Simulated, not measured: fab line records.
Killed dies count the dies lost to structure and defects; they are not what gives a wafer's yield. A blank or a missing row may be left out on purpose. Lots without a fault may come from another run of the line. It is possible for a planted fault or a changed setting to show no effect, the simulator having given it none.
fab line records | flow nandHarc
[record] lots = 13 | wafers = 39 | lastDay = 24
route steps=1159 shown A_ONON_D1@441 A_CHANNEL_HOLE_D1@467
lots that met no fault: from a run of the same line without faults
startH: hours from the record's opening day to when the first of the lot's shown wafers began | waitH: hours elapsed since this lot's preceding step | " repeats the value in the row above | L1.1+2: several wafers, shown together as one row | - no value, or no start given | * or withheld: withheld | < > ~ a bound
route shown NAME@n: a module of which the file shows steps, and the number in the route of the first | usual: mean and standard deviation over wafers with no fault | same: alike in all rows | chamber/n: place in a boat | sites: the reading at each site | _std_site: their standard deviation | _edge_site: outer sites' mean less inner sites' | radiusMm: how far each site lies from the wafer's centre | mask NAME#n: copy n | behind: tool/chamber where the wafer was last shaped | hold: cause of the lot's hold/its duration in hours/its outcome | device: which transistor (n, p or np) failed to switch | end of line: the same wafers' tests at the end of the route | a step given without rows: its recipe and nothing more | killed: count of dies lost to structure and defects at first sort (not the wafer's yield) | map: a wafer's dies, marking killed ones x, the rest . and places with no die _
set.NAME: the setting as run; set.NAME@STEP: as run at that earlier step | model.NAME: the simulator's own value behind a step, which no gauge read
steps of the route over a sample of lots; a table a step, a row a wafer
services: a tool's chamber out of use, with start hour (startH, from the record's first day; less than 0 if before it), hours out, and reason
[[steps]]
[step NHARC_A_ONON_D1_THK_MEAS_24]
[recipe] thkMeasGauge = ellipsometry
[usual] thkNm = 998/11
lot.wafer | tool         | chamber | startH | waitH | thkNm
L184.1    | filmMetro-01 | -       | 180.60 | -     | 990
L184.2    | "            | -       | "      | "     | 990
L184.6    | "            | -       | "      | "     | 990
L185.1    | filmMetro-01 | -       | 184.06 | -     | 988
L185.3    | "            | -       | "      | "     | 989
L185.5    | "            | -       | "      | "     | 988
L186.2    | filmMetro-02 | -       | 189.34 | -     | 1000
L186.3    | "            | -       | "      | "     | 1004
L186.5    | "            | -       | "      | "     | 1003
L187.2    | filmMetro-01 | -       | 189.35 | -     | 993
L187.4    | "            | -       | "      | "     | 995
L187.5    | "            | -       | "      | "     | 992
L189.3    | filmMetro-01 | -       | 200.56 | -     | 1019
L189.4    | "            | -       | "      | "     | 1015
L189.5    | "            | -       | "      | "     | 1015
L188.2    | filmMetro-02 | -       | 200.57 | -     | 998
L188.5    | "            | -       | "      | "     | 998
L188.6    | "            | -       | "      | "     | 998
L190.1    | filmMetro-02 | -       | 209.19 | -     | 1002
L190.4    | "            | -       | "      | "     | 1004
L190.5    | "            | -       | "      | "     | 1003
L191.2    | filmMetro-01 | -       | 209.20 | -     | 984
L191.4    | "            | -       | "      | "     | 984
L191.6    | "            | -       | "      | "     | 985
L192.1    | filmMetro-02 | -       | 219.92 | -     | 993
L192.4    | "            | -       | "      | "     | 992
L192.6    | "            | -       | "      | "     | 994
L193.3    | filmMetro-01 | -       | 219.92 | -     | 998
L193.5    | "            | -       | "      | "     | 999
L193.6    | "            | -       | "      | "     | 998
L195.3    | filmMetro-01 | -       | 231.89 | -     | 1009
L195.4    | "            | -       | "      | "     | 1008
L195.6    | "            | -       | "      | "     | 1009
L205.2    | filmMetro-01 | -       | 291.02 | -     | 994
L205.5    | "            | -       | "      | "     | 997
L205.6    | "            | -       | "      | "     | 996
L207.1    | filmMetro-02 | -       | 308.92 | -     | 981
L207.2    | "            | -       | "      | "     | 982
L207.5    | "            | -       | "      | "     | 982
[step NHARC_A_CHANNEL_HOLE_D1_ETCH_39]
[recipe] targetDepthA = 2600 | overEtchFrac = 0.3 | timeS = 325 | ionEnergyEv = 200 | n2FlowSccm = 150 | h2FlowSccm = 150 | arFlowSccm = 0 | rfW = 400 | biasW = 150 | chemistry = N2/H2
[usual] drypumpMotorCurrentA = 5.9/0.43 | oesProductAu = 0.994/0.0076 | rfVppV = 431.4/2.6 | runLengthS = 346.4/0.5 | showerheadPlenumPTorr = 2.07/0.089 | throttleValvePct = 14.171/0.0097
[same] overEtchFrac = 0.3
lot.wafer | tool       | chamber | startH | waitH | drypumpMotorCurrentA | oesProductAu | rfHoursCounterH | rfVppV | runLengthS | showerheadPlenumPTorr | throttleValvePct
L184.2    | rieDiel-06 | 0       | 186.02 | -     | 6.5                  | 0.988        | 7               | 427.1  | 346.4      | 1.92                  | 14.166
L184.1    | "          | 1       | "      | "     | 6.2                  | 0.981        | 7               | 427.6  | 346.3      | 1.91                  | 14.165
L184.6    | "          | 3       | "      | "     | 6.5                  | 1.000        | -               | 433.1  | 346.3      | 2.11                  | 14.160
L185.1    | rieDiel-12 | 0       | 188.73 | -     | 5.6                  | 0.981        | 11              | 429.9  | 345.5      | 2.02                  | 14.169
L185.3    | "          | 1       | "      | "     | 5.2                  | 0.984        | 11              | 432.2  | 345.5      | 2.14                  | 14.185
L185.5    | "          | 3       | "      | "     | 6.4                  | 0.995        | -               | 429.2  | 346.7      | 1.98                  | 14.157
L187.4    | rieDiel-06 | 2       | 194.38 | -     | 5.2                  | 0.986        | 7               | 433.3  | 346.9      | 2.19                  | 14.170
L187.2    | "          | 1       | "      | "     | 6.2                  | 0.986        | 8               | 425.8  | 346.4      | 1.91                  | 14.164
L187.5    | "          | 2       | "      | "     | 5.2                  | 0.993        | -               | 436.0  | 346.7      | 2.19                  | 14.186
L186.3    | rieDiel-02 | 2       | 194.54 | -     | 5.9                  | 1.006        | 1               | 433.0  | 346.5      | 2.12                  | 14.170
L186.2    | "          | 3       | "      | "     | 5.7                  | 0.997        | 2               | 429.1  | 346.4      | 2.03                  | 14.176
L186.5    | "          | 3       | "      | "     | 5.7                  | 0.999        | -               | 429.1  | 346.5      | 2.03                  | 14.186
L188.2    | rieDiel-02 | 3       | 205.95 | -     | 5.7                  | 0.994        | 3               | 430.6  | 346.4      | 2.03                  | 14.188
L188.6    | "          | 3       | "      | "     | 5.7                  | 1.002        | -               | 430.4  | 346.6      | 2.03                  | 14.160
L188.5    | "          | 0       | "      | "     | 6.2                  | 1.006        | -               | 432.8  | 346.3      | 2.13                  | 14.176
L189.4    | rieDiel-06 | 0       | 206.27 | -     | 6.5                  | 0.995        | 9               | 426.9  | 346.6      | 1.92                  | 14.174
L189.3    | "          | 3       | "      | "     | 6.5                  | 0.990        | 8               | 434.5  | 346.8      | 2.11                  | 14.189
L189.5    | "          | 1       | "      | "     | 6.2                  | 0.990        | -               | 428.3  | 346.3      | 1.91                  | 14.167
L190.4    | rieDiel-06 | 1       | 213.93 | -     | 6.2                  | 0.992        | 10              | 427.1  | 346.3      | 1.91                  | 14.158
L190.1    | "          | 0       | "      | "     | 6.5                  | 0.990        | 10              | 425.8  | 346.4      | 1.92                  | 14.186
L190.5    | "          | 2       | "      | "     | 5.2                  | 0.995        | -               | 433.8  | 347.0      | 2.19                  | 14.174
L191.2    | rieDiel-12 | 3       | 214.27 | -     | 6.3                  | 0.992        | 0               | 428.9  | 346.8      | 1.98                  | 14.181
L191.4    | "          | 0       | "      | "     | 5.6                  | 0.997        | 0               | 430.2  | 345.8      | 2.02                  | 14.179
L191.6    | "          | 3       | "      | "     | 6.3                  | 0.988        | -               | 428.6  | 346.5      | 1.98                  | 14.180
L192.1    | rieDiel-02 | 2       | 224.53 | -     | 5.9                  | 0.989        | 4               | 433.4  | 346.6      | 2.12                  | 14.172
L192.4    | "          | 1       | "      | "     | 5.6                  | 0.992        | 5               | 431.5  | 347.1      | 2.07                  | 14.167
L192.6    | "          | 3       | "      | "     | 5.7                  | 0.998        | -               | 430.9  | 346.2      | 2.03                  | 14.163
L193.3    | rieDiel-12 | 3       | 226.45 | -     | 6.3                  | 0.991        | 1               | 430.3  | 346.8      | 1.98                  | 14.161
L193.5    | "          | 2       | "      | "     | 5.8                  | 0.999        | -               | 434.5  | 346.0      | 2.19                  | 14.184
L193.6    | "          | 0       | "      | "     | 5.6                  | 1.004        | -               | 430.9  | 345.3      | 2.02                  | 14.164
L195.4    | rieDiel-02 | 2       | 236.70 | -     | 5.9                  | 1.002        | 4               | 433.9  | 347.1      | 2.12                  | 14.169
L195.3    | "          | 3       | "      | "     | 5.7                  | 0.996        | 5               | 431.3  | 346.3      | 2.03                  | 14.177
L195.6    | "          | 3       | "      | "     | 5.7                  | 0.994        | -               | 431.0  | 347.1      | 2.03                  | 14.177
L205.2    | rieDiel-02 | 0       | 297.64 | -     | 6.2                  | 1.006        | 11              | 433.3  | 262.1      | 2.13                  | 14.175
L205.5    | "          | 1       | "      | "     | 5.6                  | 0.988        | -               | 432.3  | 347.0      | 2.07                  | 14.163
L205.6    | "          | 2       | "      | "     | 5.9                  | 0.989        | -               | 432.1  | 346.5      | 2.11                  | 14.177
L207.2    | rieDiel-12 | 2       | 314.20 | -     | 5.8                  | 0.989        | 8               | 434.2  | 345.7      | 2.18                  | 14.160
L207.1    | "          | 3       | "      | "     | 6.3                  | 0.983        | 8               | 429.2  | 346.4      | 1.98                  | 14.167
L207.5    | "          | 2       | "      | "     | 5.8                  | 0.990        | -               | 434.7  | 345.6      | 2.18                  | 14.173
[step NHARC_A_CHANNEL_HOLE_D1_ETCH_34]
[recipe] targetDepthA = 1540 | timeS = 77 | cf4FlowSccm = 100 | chf3FlowSccm = 30 | arFlowSccm = 0 | rfW = 500 | biasW = 200 | chemistry = CF4/CHF3
[usual] drypumpMotorCurrentA = 5.9/0.43 | oesProductAu = 0.937/0.024 | rfVppV = 371.1/2.3 | runLengthS = 98.4/0.49 | showerheadPlenumPTorr = 1.59/0.064 | throttleValvePct = 16.803/0.0092
lot.wafer | tool       | chamber | startH | waitH | drypumpMotorCurrentA | oesProductAu | rfHoursCounterH | rfVppV | runLengthS | showerheadPlenumPTorr | throttleValvePct
L184.2    | rieDiel-06 | 2       | -      | -     | 5.2                  | 0.915        | 7               | 374.7  | 98.3       | 1.68                  | 16.800
L184.1    | "          | 3       | "      | "     | 6.5                  | 0.921        | 6               | 372.3  | 98.4       | 1.62                  | 16.827
L184.6    | "          | 2       | "      | "     | 5.2                  | 0.925        | -               | 373.4  | 98.7       | 1.68                  | 16.809
L185.1    | rieDiel-12 | 1       | -      | -     | 5.3                  | 0.914        | 11              | 372.5  | 97.8       | 1.65                  | 16.792
L185.3    | "          | 0       | "      | "     | 5.6                  | 0.911        | 11              | 370.5  | 97.7       | 1.56                  | 16.802
L185.5    | "          | 1       | "      | "     | 5.3                  | 0.911        | -               | 374.2  | 97.8       | 1.65                  | 16.800
L187.4    | rieDiel-06 | 0       | -      | -     | 6.4                  | 0.935        | 8               | 368.2  | 98.4       | 1.49                  | 16.808
L187.2    | "          | 2       | "      | "     | 5.2                  | 0.920        | 7               | 375.6  | 98.5       | 1.68                  | 16.789
L187.5    | "          | 0       | "      | "     | 6.4                  | 0.926        | -               | 367.4  | 98.6       | 1.49                  | 16.806
L186.3    | rieDiel-02 | 2       | -      | -     | 5.9                  | 0.976        | 1               | 371.8  | 98.9       | 1.63                  | 16.797
L186.2    | "          | 3       | "      | "     | 5.7                  | 0.970        | 2               | 368.3  | 98.2       | 1.57                  | 16.809
L186.5    | "          | 2       | "      | "     | 5.9                  | 0.977        | -               | 372.9  | 98.8       | 1.63                  | 16.802
L188.2    | rieDiel-02 | 1       | -      | -     | 5.6                  | 0.959        | 4               | 372.0  | 98.9       | 1.60                  | 16.807
L188.6    | "          | 0       | "      | "     | 6.2                  | 0.962        | -               | 370.5  | 98.2       | 1.64                  | 16.814
L188.5    | "          | 1       | "      | "     | 5.6                  | 0.949        | -               | 370.1  | 98.9       | 1.60                  | 16.812
L189.3    | rieDiel-06 | 0       | -      | -     | 6.5                  | 0.920        | 9               | 367.2  | 98.4       | 1.49                  | 16.786
L189.4    | "          | 2       | "      | "     | 5.2                  | 0.913        | 8               | 374.2  | 98.5       | 1.68                  | 16.800
L189.5    | "          | 3       | "      | "     | 6.5                  | 0.917        | -               | 371.6  | 98.2       | 1.62                  | 16.793
L190.4    | rieDiel-06 | 3       | -      | -     | 6.5                  | 0.953        | 8               | 370.7  | 98.7       | 1.62                  | 16.803
L190.1    | "          | 0       | "      | "     | 6.5                  | 0.918        | 10              | 367.1  | 98.3       | 1.49                  | 16.801
L190.5    | "          | 2       | "      | "     | 5.2                  | 0.922        | -               | 372.4  | 98.3       | 1.68                  | 16.800
L191.4    | rieDiel-12 | 1       | -      | -     | 5.2                  | 0.948        | 0               | 373.6  | 97.8       | 1.65                  | 16.800
L191.2    | "          | 0       | "      | "     | 5.6                  | 0.972        | 0               | 369.6  | 97.8       | 1.56                  | 16.803
L191.6    | "          | 2       | "      | "     | 5.8                  | 0.941        | -               | 374.2  | 97.7       | 1.68                  | 16.818
L192.1    | rieDiel-02 | 3       | -      | -     | 5.7                  | 0.916        | 4               | 369.1  | 98.5       | 1.57                  | 16.796
L192.4    | "          | 0       | "      | "     | 6.2                  | 0.933        | 5               | 372.7  | 98.2       | 1.64                  | 16.810
L192.6    | "          | 3       | "      | "     | 5.7                  | 0.908        | -               | 368.8  | 98.2       | 1.57                  | 16.791
L193.3    | rieDiel-12 | 0       | -      | -     | 5.6                  | 0.964        | 2               | 369.0  | 97.5       | 1.56                  | 16.794
L193.6    | "          | 0       | "      | "     | 5.6                  | 0.967        | -               | 368.1  | 97.7       | 1.56                  | 16.791
L193.5    | "          | 1       | "      | "     | 5.2                  | 0.993        | -               | 371.8  | 97.8       | 1.65                  | 16.807
L195.4    | rieDiel-02 | 2       | -      | -     | 5.9                  | 0.927        | 4               | 371.5  | 98.9       | 1.63                  | 16.784
L195.3    | "          | 1       | "      | "     | 5.6                  | 0.916        | 6               | 370.8  | 98.8       | 1.60                  | 16.814
L195.6    | "          | 2       | "      | "     | 5.9                  | 0.922        | -               | 372.1  | 98.6       | 1.63                  | 16.823
L205.2    | rieDiel-02 | 2       | -      | -     | 5.9                  | 0.920        | 10              | 370.2  | 99.0       | 1.63                  | 16.805
L205.6    | "          | 1       | "      | "     | 5.6                  | 0.900        | -               | 370.7  | 99.1       | 1.60                  | 16.801
L205.5    | "          | 2       | "      | "     | 5.9                  | 0.917        | -               | 372.0  | 99.4       | 1.63                  | 16.808
L207.1    | rieDiel-12 | 2       | -      | -     | 5.8                  | 0.920        | 8               | 373.4  | 97.5       | 1.68                  | 16.811
L207.2    | "          | 3       | "      | "     | 6.4                  | 0.918        | 8               | 370.7  | 99.0       | 1.53                  | 16.815
L207.5    | "          | 3       | "      | "     | 6.3                  | 0.917        | -               | 369.5  | 98.4       | 1.53                  | 16.810
[step NHARC_A_CHANNEL_HOLE_D1_ETCH_22]
[recipe] biasV = 3000 | sourceW = withheld | pressureMtorr = 20 | timeS = 666.7 | arFlowSccm = 375 | c4f8FlowSccm = 89.3 | o2FlowSccm = 35.7 | tempC = -20 | targetDepthA = 16000 | chemistry = C4F8/O2/Ar
[usual] drypumpMotorCurrentA = 5.6/0.51 | runLengthS = 651.7/0 | showerheadPlenumPTorr = 3.78/0.11 | throttleValvePct = 32.154/0.0094
lot.wafer | tool       | chamber | startH | waitH | drypumpMotorCurrentA | rfHoursCounterH | runLengthS | showerheadPlenumPTorr | throttleValvePct
L184.1    | harEtch-01 | 1       | 187.85 | 0.4   | 6.4                  | 194             | 651.7      | 3.82                  | 32.147
L184.2    | "          | 0       | "      | "     | 5.8                  | 194             | 651.7      | 3.61                  | 32.147
L184.6    | "          | 1       | "      | "     | 6.4                  | -               | 651.7      | 3.82                  | 32.144
L185.1    | harEtch-02 | 0       | 190.57 | 0.4   | 5.2                  | 107             | 651.7      | 3.87                  | 32.141
L185.3    | "          | 1       | "      | "     | 5.0                  | -               | 651.7      | 3.87                  | 32.154
L185.5    | "          | 1       | "      | "     | 5.0                  | -               | 651.7      | 3.87                  | 32.158
L187.2    | harEtch-01 | 0       | 196.37 | 0.4   | 5.7                  | 198             | 651.7      | 3.60                  | 32.163
L187.4    | "          | 0       | "      | "     | 5.8                  | -               | 651.7      | 3.60                  | 32.146
L187.5    | "          | 0       | "      | "     | 5.7                  | -               | 651.7      | 3.60                  | 32.164
L186.2    | harEtch-02 | 0       | 196.53 | 0.4   | 5.2                  | 111             | 651.7      | 3.87                  | 32.155
L186.3    | "          | 0       | "      | "     | 5.2                  | -               | 651.7      | 3.87                  | 32.140
L186.5    | "          | 1       | "      | "     | 5.0                  | -               | 651.7      | 3.87                  | 32.170
L188.2    | harEtch-01 | 1       | 207.91 | 0.4   | 6.4                  | 203             | 651.7      | 3.82                  | 32.172
L188.5    | "          | 0       | "      | "     | 5.7                  | -               | 651.7      | 3.60                  | 32.150
L188.6    | "          | 1       | "      | "     | 6.3                  | -               | 651.7      | 3.82                  | 32.158
L189.3    | harEtch-02 | 0       | 208.34 | 0.4   | 5.2                  | -               | 651.7      | 3.87                  | 32.153
L189.4    | "          | 1       | "      | "     | 5.0                  | -               | 651.7      | 3.87                  | 32.165
L189.5    | "          | 0       | "      | "     | 5.2                  | -               | 651.7      | 3.87                  | 32.148
L190.1    | harEtch-01 | 1       | 215.81 | 0.4   | 6.4                  | 207             | 651.7      | 3.82                  | 32.164
L190.4    | "          | 1       | "      | "     | 6.3                  | -               | 651.7      | 3.82                  | 32.143
L190.5    | "          | 0       | "      | "     | 5.8                  | -               | 651.7      | 3.60                  | 32.139
L191.2    | harEtch-02 | 0       | 216.21 | 0.4   | 5.2                  | 120             | 651.7      | 3.86                  | 32.161
L191.4    | "          | 1       | "      | "     | 5.0                  | -               | 651.7      | 3.86                  | 32.155
L191.6    | "          | 1       | "      | "     | 5.1                  | -               | 651.7      | 3.86                  | 32.155
L192.1    | harEtch-01 | 1       | 226.51 | 0.4   | 6.4                  | 213             | 651.7      | 3.81                  | 32.158
L192.4    | "          | 0       | "      | "     | 5.7                  | -               | 651.7      | 3.60                  | 32.153
L192.6    | "          | 1       | "      | "     | 6.3                  | -               | 651.7      | 3.81                  | 32.151
L193.3    | harEtch-02 | 0       | 228.62 | 0.4   | 5.2                  | -               | 651.7      | 3.86                  | 32.166
L193.5    | "          | 1       | "      | "     | 5.0                  | -               | 651.7      | 3.86                  | 32.151
L193.6    | "          | 0       | "      | "     | 5.2                  | -               | 651.7      | 3.86                  | 32.144
L195.4    | harEtch-02 | 1       | 238.77 | 0.4   | 5.1                  | -               | 651.7      | 3.86                  | 32.169
L195.3    | "          | 0       | "      | "     | 5.2                  | -               | 651.7      | 3.86                  | 32.163
L195.6    | "          | 0       | "      | "     | 5.2                  | -               | 651.7      | 3.86                  | 32.163
L205.2    | harEtch-02 | 1       | 301.65 | 0.4   | 5.0                  | 160             | 651.7      | 3.84                  | 32.143
L205.5    | "          | 1       | "      | "     | 5.1                  | -               | 651.7      | 3.84                  | 32.143
L205.6    | "          | 0       | "      | "     | 5.2                  | -               | 651.7      | 3.84                  | 32.154
L207.2    | harEtch-02 | 1       | 316.05 | 0.4   | 5.0                  | 166             | 651.7      | 3.84                  | 32.153
L207.1    | "          | 0       | "      | "     | 5.2                  | 166             | 651.7      | 3.84                  | 32.145
L207.5    | "          | 0       | "      | "     | 5.2                  | -               | 651.7      | 3.84                  | 32.148
[[services]]
tool       | chamber | startH | hours | kind
harEtch-02 | -       | 169.33 | 6.3   | repair
rieDiel-02 | 0       | 184.20 | -     | clean
rieDiel-02 | 1       | 184.20 | -     | clean
rieDiel-02 | 2       | 184.20 | -     | clean
rieDiel-02 | 3       | 184.20 | -     | clean
rieDiel-12 | -       | 202.40 | 9.0   | pm
rieDiel-02 | 0       | 208.70 | -     | clean
rieDiel-02 | 1       | 208.70 | -     | clean
rieDiel-02 | 2       | 208.70 | -     | clean
rieDiel-02 | 3       | 208.70 | -     | clean
rieDiel-12 | 1       | 215.93 | 10.7  | repair
rieDiel-02 | 0       | 233.27 | -     | clean
rieDiel-02 | 1       | 233.27 | -     | clean
rieDiel-02 | 2       | 233.27 | -     | clean
rieDiel-02 | 3       | 233.27 | -     | clean
rieDiel-12 | -       | 238.33 | 0.8   | repair
rieDiel-06 | -       | 241.20 | 9.0   | pm
rieDiel-12 | 1       | 265.36 | 1.6   | repair
rieDiel-06 | 1       | 269.60 | 12.1  | repair
rieDiel-12 | 1       | 274.49 | 2.8   | repair
rieDiel-06 | 0       | 276.47 | 9.6   | repair
rieDiel-12 | 3       | 301.25 | 3.0   | repair
rieDiel-02 | 1       | 302.50 | 17.2  | repair
harEtch-01 | -       | 306.48 | 17.0  | pm
[[key]]
[firstSign] step = NHARC_A_CHANNEL_HOLE_D1_ETCH_39 | reading = runLengthS | direction = down | sigmas = 99+ | usual = * | struck = *
effect none on later readings
metAt NHARC_A_CHANNEL_HOLE_D1_ETCH_39
struckLots L205
struckWafers L205.2
laterRowsLeftOut L205.2
sortLeftOut L205.2
testerLeftOut L205
notActingAt NHARC_A_ONON_D1_THK_MEAS_24,NHARC_A_CHANNEL_HOLE_D1_ETCH_34,NHARC_A_CHANNEL_HOLE_D1_ETCH_22
onsetBetween 205.95 297.64
[fault] kind = processParameterDrift | tool = rieDiel-02 | chamber = 0 | onsetH = 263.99 | steps = NHARC_A_CHANNEL_HOLE_D1_ETCH_39 | channel = timeS | offset = * | shape = step | endH = 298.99 | actsIn = * | stated = *
// testerLeftOut: of these lots the tester's yield and bins aren't shown, on N5 and GAA mostly nor the transistor test; their killed dies are dies lost to structure and defects alone, not to doping, threshold or leakage, so they don't give the yield
// sortLeftOut: the simulated sort isn't trusted on such a fault, so these wafers' sort isn't shown, and their yield isn't known
// laterRowsLeftOut: the simulator's readings of these wafers behind a module that went badly wrong aren't trusted and aren't shown, but for the sort
